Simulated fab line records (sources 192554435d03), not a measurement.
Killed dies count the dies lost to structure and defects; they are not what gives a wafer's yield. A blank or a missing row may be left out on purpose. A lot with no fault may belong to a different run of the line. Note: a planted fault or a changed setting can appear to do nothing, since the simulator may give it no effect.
Matching of chambers ; flow n5-finfet ; 4 sister chambers for N5_BEOL_M12_ETCH_38 on rie-diel-04
The step etches SiCN in CF4/N2, target depth 68.7 nm, time 73.4 s. 4 wafers are shown with their chamber, then 9 later ones without.

## WAFERS WITH THEIR CHAMBER
wafer;chamber;drypump-motor-current-A (A)
L085.2;0;5.5
L090.1;1;6.1
L090.2;3;5.6
L090.3;2;5.8

## WAFERS WITH NO CHAMBER GIVEN
wafer;drypump-motor-current-A (A)
L089.2;6.1
L089.3;5.5
L089.6;5.8
L091.2;6.1
L091.4;5.6
L091.5;5.7
L094.1;5.6
L094.2;5.5
L094.5;5.9

## EACH ONE'S CHAMBER
wafer;from the rows above;in truth
L089.2;1;1
L089.3;0;0
L089.6;2;2
L091.2;1;1
L091.4;3;3
L091.5;can't be placed: 2 or 3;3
L094.1;3;3
L094.2;0;0
L094.5;2;2
Correctly placed: 8 of 9. These rows do not allow placing 1 (true chamber among the candidates in 1). Wrongly placed: 0.
How it was worked out, from the rows above alone: a wafer's distance from a chamber is the root of the sum, over the readings, of the square of ((its reading less the chamber's mean) divided by the reading's scatter). If the next closest chamber is less than 2 further off than the closest, the wafer can't be placed; otherwise it belongs to the closest. Each chamber's mean is taken over the wafers shown for it. The scatter: root of mean squared gap, hidden wafer to nearest shown wafer, with one shown wafer a chamber.
